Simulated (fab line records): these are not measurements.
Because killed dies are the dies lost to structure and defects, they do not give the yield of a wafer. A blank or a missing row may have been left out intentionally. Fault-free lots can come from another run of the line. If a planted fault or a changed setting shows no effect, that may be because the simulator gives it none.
Code-filled problem report in 8D (eight disciplines) form | flow n5Finfet | the parts of the form that need people (team, actions taken, sign-off) are left out

== 1. THE PROBLEM ==
trenchDepthNm at N5_BEOL_M12_OCD_MEAS_35 reads a mean of 509 nm on 1 wafer of 1 lot; wafers without a fault read 320 nm with a standard deviation of 5.1. Measured from the usual mean, that is +37 standard deviations.
Seen first at day 16 00:37 on ocd-02, wafer L827.1. The record holds 19 wafers of 7 lots with a number at this step. Rule for "out", or "out of limits": more than 4 standard deviations from the usual mean. The other wafers with a number count as sound.

== 2. WHAT IT IS AND WHAT IT IS NOT ==
question                    | is                | is not
which readings at this step | trenchDepthNm     | -
which lots                  | L827              | L814, L819, L825, L828, L829, L833
which wafers of those lots  | L827.1            | L827.3, L827.4
read on which gauges        | ocd-02            | ocd-01
when                        | from day 16 00:37 | up to then (7 sound wafers); but 11 sound wafers of L825, L828, L829, L833 came after

== 3. THE SUSPECTS, EACH WITH WHAT RULES IT OUT ==
Counting: if a tool at a process step up to the reading ran every lot that is out, it stays a suspect. Sound lots after the first of them don't rule it out here, since some wafers of a struck lot are sound.
- the gauge at N5_BEOL_M12_OCD_MEAS_35: ruled out. All the wafers that are out were read on ocd-02, but those of them that N5_BEOL_M12_THK_MEAS_50 has rows for are out there too, on other tools.
- rieDiel-01 at N5_BEOL_M12_VIA_ETCH_16 (etches SiOC in C4F8/O2/Ar, target depth 724.8 nm): kept. It ran the lot that is out, L827 (day 15 23:05).
- rieDiel-04 at N5_BEOL_M12_ETCH_68 (etches SOC in N2/H2, time 285 s): kept. It processed L827, the lot that is out, at day 16 00:17, and its most recent sound lot before then was L819 at day 13 20:59.
- rieDiel-04 at N5_BEOL_M12_TRENCH_ETCH_34 (etches SiOC in C4F8/O2/Ar, target depth 318.95 nm, time 125.5 s): kept. It processed L827, the lot that is out, at day 16 00:28, and its most recent sound lot before then was L819 at day 13 21:11.
- In rieDiel-01 at N5_BEOL_M12_VIA_ETCH_16, the wafers that are out were processed in chamber 3 and their sound lot-mates in chambers 0, 1.
- In rieDiel-04 at N5_BEOL_M12_ETCH_68, the wafers that are out were processed in chamber 0 and their sound lot-mates in chambers 2, 3.
- In rieDiel-04 at N5_BEOL_M12_TRENCH_ETCH_34, the wafers that are out were processed in chamber 0 and their sound lot-mates in chambers 2, 3.
Left after counting: rieDiel-01 at N5_BEOL_M12_VIA_ETCH_16, rieDiel-04 at N5_BEOL_M12_ETCH_68, rieDiel-04 at N5_BEOL_M12_TRENCH_ETCH_34.

== 4. THE CAUSE (what the simulator had put in) ==
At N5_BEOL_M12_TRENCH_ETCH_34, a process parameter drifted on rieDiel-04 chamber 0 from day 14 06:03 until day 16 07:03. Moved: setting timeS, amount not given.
After counting, 3 suspects remain, this tool included.

== 5. THE EFFECT CHAIN, in route order ==
Each row: a reading where the mean over the struck wafers with a number is more than 3 standard deviations away from the usual. Only readings whose record carries a usual standard deviation are examined. hours: median over the lots of the time between each lot's start at the first step of this table that gives one and its start at this step. sigmas: the change, counted in usual standard deviations.
hours | step                    | reading           | usual         | on struck wafers | change  | sigmas
0     | N5_BEOL_M12_OCD_MEAS_35 | trenchDepthNm     | 320 nm        | 509              | +189    | +37
3     | N5_BEOL_M12_THK_MEAS_50 | M12_THK           | 331 nm        | 534              | +203    | +34
3     | N5_BEOL_M12_RS_MEAS_54  | M12_RS            | 0.0597 ohm/sq | 0.0367           | -0.0230 | -23
27    | N5_BEOL_M15_RC_MEAS_101 | SERP_M12          | 0.634 ohm/um  | 0.387            | -0.247  | -14
27    | N5_BEOL_M15_RC_MEAS_101 | SERP_M12_max_site | 0.646 ohm/um  | 0.391            | -0.255  | -14

== 6. HOW IT WOULD HAVE BEEN CAUGHT EARLIER ==
In this record the first reading out of limits at a measuring or inspecting step was taken at day 16 00:37, 43 hours after the fault began at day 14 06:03.
Of the tool readings at N5_BEOL_M12_TRENCH_ETCH_34 for which the record gives a usual standard deviation, none was out on any struck wafer, so an alarm limit of 4 standard deviations on them would not have fired.
All the lots that are out (1) had begun N5_BEOL_M12_TRENCH_ETCH_34 on rieDiel-04 by day 16 00:37. None of them would have been spared by holding the tool at that moment.
